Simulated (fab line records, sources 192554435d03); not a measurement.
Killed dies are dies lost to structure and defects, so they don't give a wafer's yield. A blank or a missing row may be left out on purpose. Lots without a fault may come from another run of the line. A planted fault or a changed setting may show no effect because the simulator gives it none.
Which tool did it? | flow n5_finfet | 8 lots, 24 wafers sampled, at 7 steps of a route of 1938

WHAT THE GAUGES READ, wafer by wafer
N5_BEOL_M4_THK_MEAS_53: measures by xrf.
lot  | measured     | on            | M4_THK (nm)
L168 | day 7 18:11  | film_metro-01 | 41.4 41.7 37.9
L170 | day 8 11:15  | film_metro-01 | 37.0 38.8 42.6
L172 | day 8 17:02  | film_metro-02 | 39.5 39.2 39.5
L176 | day 9 16:31  | film_metro-02 | 40.4 37.1 38.8
L175 | day 9 20:13  | film_metro-01 | 42.4 40.6 42.2
L178 | day 10 07:13 | film_metro-01 | 41.6 41.2 38.4
L181 | day 11 01:55 | film_metro-02 | 41.2 146.5 147.5
L191 | day 13 11:39 | film_metro-01 | 39.2 38.1 40.3

N5_BEOL_M4_INSPECT_59: inspects for defects (darkfield).
lot  | measured     | on                | raw_defect_count
L168 | day 7 18:28  | defect_inspect-02 | 111 60 55
L170 | day 8 11:32  | defect_inspect-02 | 77 79 61
L172 | day 8 17:22  | defect_inspect-02 | 81 60 48
L176 | day 9 16:56  | defect_inspect-01 | 149 80 100
L175 | day 9 20:32  | defect_inspect-01 | 65 52 50
L178 | day 10 07:29 | defect_inspect-01 | 79 78 95
L181 | day 11 02:14 | defect_inspect-02 | 32 4968 4876
L191 | day 13 11:56 | defect_inspect-02 | 49 106 78

N5_BEOL_M4_RC_MEAS_101.
lot  | measured     | on        | DIBL_N (mV/V)  | DIBL_P (mV/V)  | IOFF_N (nA/um) | IOFF_P (nA/um) | ION_N (uA/um) | ION_P (uA/um) | SS_N (mV/dec)  | SS_P (mV/dec)  | VT_N (mV)   | VT_P (mV)
L168 | day 7 18:29  | prober-02 | 40.1 35.0 37.9 | 39.8 35.4 38.1 | 0.20 0.12 0.16 | 0.21 0.16 0.19 | 675 655 669   | 456 453 456   | 72.6 71.2 71.4 | 73.9 72.8 73.9 | 248 253 252 | -254 -257 -257
L170 | day 8 11:43  | prober-02 | 35.4 36.8 38.4 | 36.4 37.3 40.0 | 0.17 0.20 0.23 | 0.22 0.23 0.28 | 661 678 680   | 459 460 461   | 72.0 72.4 72.7 | 74.1 74.3 74.9 | 250 245 243 | -251 -250 -248
L172 | day 8 17:33  | prober-01 | 39.1 34.7 33.8 | 39.6 33.7 33.0 | 0.20 0.13 0.11 | 0.25 0.17 0.15 | 683 654 656   | 458 451 454   | 72.3 71.3 70.9 | 74.0 72.3 72.3 | 249 252 252 | -247 -252 -255
L176 | day 9 17:07  | prober-01 | 35.7 36.0 35.9 | 35.6 36.6 36.8 | 0.16 0.16 0.16 | 0.21 0.23 0.22 | 674 673 673   | 459 462 458   | 71.9 71.8 72.2 | 73.0 73.2 73.3 | 248 250 249 | -252 -249 -250
L175 | day 9 20:33  | prober-02 | 38.0 39.1 40.2 | 36.7 37.5 38.5 | 0.17 0.18 0.21 | 0.23 0.24 0.26 | 659 674 673   | 459 465 461   | 72.0 72.2 72.8 | 73.5 73.8 73.4 | 249 248 245 | -247 -248 -247
L178 | day 10 07:31 | prober-01 | 32.1 36.3 36.9 | 31.7 35.6 36.6 | 0.12 0.18 0.18 | 0.17 0.24 0.25 | 668 686 673   | 470 471 465   | 69.9 72.0 72.1 | 72.2 73.1 73.4 | 253 248 248 | -250 -247 -246
L181 | day 11 02:44 | prober-01 | 40.5           | 39.9           | 0.23           | 0.26           | 696           | 469           | 72.1           | 74.7           | 244         | -249
L191 | day 13 12:16 | prober-02 | 35.4 36.7 36.5 | 34.1 37.2 36.3 | 0.15 0.17 0.16 | 0.20 0.27 0.23 | 671 686 678   | 462 478 467   | 70.7 71.8 71.5 | 73.4 73.5 74.0 | 250 247 249 | -248 -245 -246

WHICH TOOL RAN EACH LOT (tool, then ch and the chambers of the sampled wafers, then the start)
lot  | N5_BEOL_M4_SPUTTER_88        | N5_BEOL_M4_SPUTTER_90        | N5_BEOL_M4_SPUTTER_94        | N5_BEOL_M4_CMP_52
L168 | pvd_sputter-01, day 7 16:30  | pvd_sputter-01, day 7 16:43  | pvd_sputter-01, day 7 17:10  | cmp-01 ch 0,1,3, day 7 17:53
L170 | pvd_sputter-02, day 8 09:34  | pvd_sputter-02, day 8 09:47  | pvd_sputter-02, day 8 10:13  | cmp-04 ch 0,1,2, day 8 11:02
L172 | pvd_sputter-03, day 8 15:22  | pvd_sputter-03, day 8 15:35  | pvd_sputter-03, day 8 16:02  | cmp-04 ch 0,2,3, day 8 16:47
L176 | pvd_sputter-03, day 9 14:51  | pvd_sputter-03, day 9 15:04  | pvd_sputter-03, day 9 15:31  | cmp-03 ch 0,1,2, day 9 16:16
L175 | pvd_sputter-02, day 9 18:33  | pvd_sputter-02, day 9 18:46  | pvd_sputter-02, day 9 19:13  | cmp-03 ch 1,3, day 9 19:55
L178 | pvd_sputter-03, day 10 05:32 | pvd_sputter-03, day 10 05:45 | pvd_sputter-03, day 10 06:11 | cmp-04 ch 0,2,3, day 10 06:55
L181 | pvd_sputter-01, day 11 00:14 | pvd_sputter-01, day 11 00:28 | pvd_sputter-01, day 11 00:54 | cmp-04 ch 1,2,3, day 11 01:41
L191 | pvd_sputter-01, day 13 09:58 | pvd_sputter-01, day 13 10:11 | pvd_sputter-01, day 13 10:38 | cmp-03 ch 0,1,2, day 13 11:26
- N5_BEOL_M4_SPUTTER_88: material Cu, target thk 4.5 nm, time 8.29 s.
- N5_BEOL_M4_SPUTTER_90: material Cu, target thk 4.5 nm, time 8.29 s.
- N5_BEOL_M4_SPUTTER_94: material Cu, target thk 4.5 nm, time 8.29 s.
- N5_BEOL_M4_CMP_52: polishes, stops on SiOC, t overpolish 6.8 s, target thk 40 nm.

WHAT THE TOOLS THEMSELVES READ (means of the sampled wafers that have a number; where no wafer has one, the mark that the record gives instead)
N5_BEOL_M4_SPUTTER_88.
lot  | tool           | chamber_pressure_pa (Pa) | chuck_sensor_temp_C (C) | susceptor_temp_C (C) | throttle_valve_pct (%)
L168 | pvd_sputter-01 | 0.07000                  | -15.7                   | -20.03               | 30.4
L170 | pvd_sputter-02 | 0.07002                  | -15.9                   | -20.13               | 30.4
L172 | pvd_sputter-03 | 0.07001                  | -16.4                   | -20.06               | 30.0
L176 | pvd_sputter-03 | 0.06998                  | -15.6                   | -19.98               | 29.9
L175 | pvd_sputter-02 | 0.07002                  | -16.0                   | -20.12               | 29.6
L178 | pvd_sputter-03 | 0.07004                  | -16.2                   | -20.09               | 30.3
L181 | pvd_sputter-01 | 0.07004                  | -15.6                   | -19.86               | 29.4
L191 | pvd_sputter-01 | 0.06993                  | -15.8                   | -19.79               | 29.8

N5_BEOL_M4_SPUTTER_90.
lot  | tool           | chamber_pressure_pa (Pa) | chuck_sensor_temp_C (C) | susceptor_temp_C (C) | throttle_valve_pct (%)
L168 | pvd_sputter-01 | 0.06984                  | -15.7                   | -19.96               | 30.3
L170 | pvd_sputter-02 | 0.06988                  | -15.9                   | -20.06               | 30.5
L172 | pvd_sputter-03 | 0.06992                  | -16.5                   | -19.94               | 29.9
L176 | pvd_sputter-03 | 0.06998                  | -15.5                   | -19.97               | 30.0
L175 | pvd_sputter-02 | 0.07008                  | -16.0                   | -19.95               | 29.5
L178 | pvd_sputter-03 | 0.06988                  | -16.0                   | -20.10               | 30.2
L181 | pvd_sputter-01 | 0.07004                  | -15.5                   | -19.90               | 29.7
L191 | pvd_sputter-01 | 0.06999                  | -15.8                   | -20.04               | 29.9

N5_BEOL_M4_SPUTTER_94.
lot  | tool           | chamber_pressure_pa (Pa) | chuck_sensor_temp_C (C) | susceptor_temp_C (C) | throttle_valve_pct (%)
L168 | pvd_sputter-01 | 0.07                     | -15.7                   | -20.09               | 30.5
L170 | pvd_sputter-02 | 0.07                     | -15.9                   | -19.96               | 30.4
L172 | pvd_sputter-03 | 0.07                     | -16.4                   | -19.84               | 29.9
L176 | pvd_sputter-03 | 0.07                     | -15.6                   | -19.94               | 29.8
L175 | pvd_sputter-02 | 0.07                     | -15.9                   | -19.90               | 29.5
L178 | pvd_sputter-03 | 0.07                     | -16.1                   | -19.87               | 30.4
L181 | pvd_sputter-01 | 0.07                     | -15.6                   | -19.94               | 29.4
L191 | pvd_sputter-01 | 0.07                     | -15.8                   | -19.85               | 29.9

N5_BEOL_M4_CMP_52.
lot  | tool   | barrier_field_endpoint_s (s) | edge_zone_pressure_frac | motor_current_A (A) | overpolish_run_s (s) | retaining_ring_pressure_frac | time_to_endpoint_s (s)
L168 | cmp-01 | 24.8                         | 1.002                   | 5.1                 | 6.800                | 1.000                        | 63
L170 | cmp-04 | 25.3                         | 0.996                   | 5.8                 | 6.799                | 0.996                        | 64
L172 | cmp-04 | 24.5                         | 1.005                   | 5.9                 | 6.798                | 0.995                        | 58
L176 | cmp-03 | 24.6                         | 0.996                   | 6.1                 | 6.805                | 0.998                        | 61
L175 | cmp-03 | 24.8                         | 1.004                   | 5.6                 | 6.801                | 0.997                        | 61
L178 | cmp-04 | 24.4                         | 0.995                   | 5.9                 | 6.797                | 1.001                        | 62
L181 | cmp-04 | 35.5                         | 0.999                   | 5.6                 | 2.295                | 1.003                        | 74
L191 | cmp-03 | 24.1                         | 0.994                   | 6.1                 | 6.804                | 1.001                        | 58

THE ANSWER, worked out from the rows above alone
Rule: what is usual is taken from the lots themselves. Put in order of their means at a reading, lots are off if they are a third of the lots or fewer, leave a main group of 4 or more, and stand apart from it by a gap of 3 or more times the standard deviation of the main group's means; of several such gaps the widest counts. A main group whose means are all the same, to the digits that the tables above print for the reading, isn't used. A lot without any number at a reading at which 4 lots or more have one is off too. The other lots that the step has rows for count as sound. The gauges are gone through in route order, then the tools' own readings, and for those a lot's mean is taken as printed above. The first step at which some lot is off is used, and at that step the reading that is off furthest; a lot without a number counts as furthest.
Off: L181, at N5_BEOL_M4_THK_MEAS_53 (M4_THK). The main group: mean 39.9 nm, standard deviation 0.93.
A tool fits if, at a process step before that reading, it ran every lot that is off, and no sound lot after the first of them. The gauges at N5_BEOL_M4_THK_MEAS_53 aren't tried: what is off there is off at N5_BEOL_M4_INSPECT_59 too, on other tools, and a gauge's error can't cause that. One fits: cmp-04 at N5_BEOL_M4_CMP_52. Its last sound lot is L178 (day 10 06:55), its first lot that is off L181 (day 11 01:41): a fault that began between those two fits.
The tool's own readings at N5_BEOL_M4_CMP_52 bear it out: on the lots that are off they differ by more than 5 times the standard deviation of the sound lots' means. barrier_field_endpoint_s reads 35.5 s there against 24.6 s on the sound lots; overpolish_run_s reads 2.295 s there against 6.801 s on the sound lots; time_to_endpoint_s reads 74 s there against 61 s on the sound lots.

WHAT THE SIMULATOR HAD PUT IN
Process parameter drift: cmp-04, from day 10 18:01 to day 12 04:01, at N5_BEOL_M4_CMP_52. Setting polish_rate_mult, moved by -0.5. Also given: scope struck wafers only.
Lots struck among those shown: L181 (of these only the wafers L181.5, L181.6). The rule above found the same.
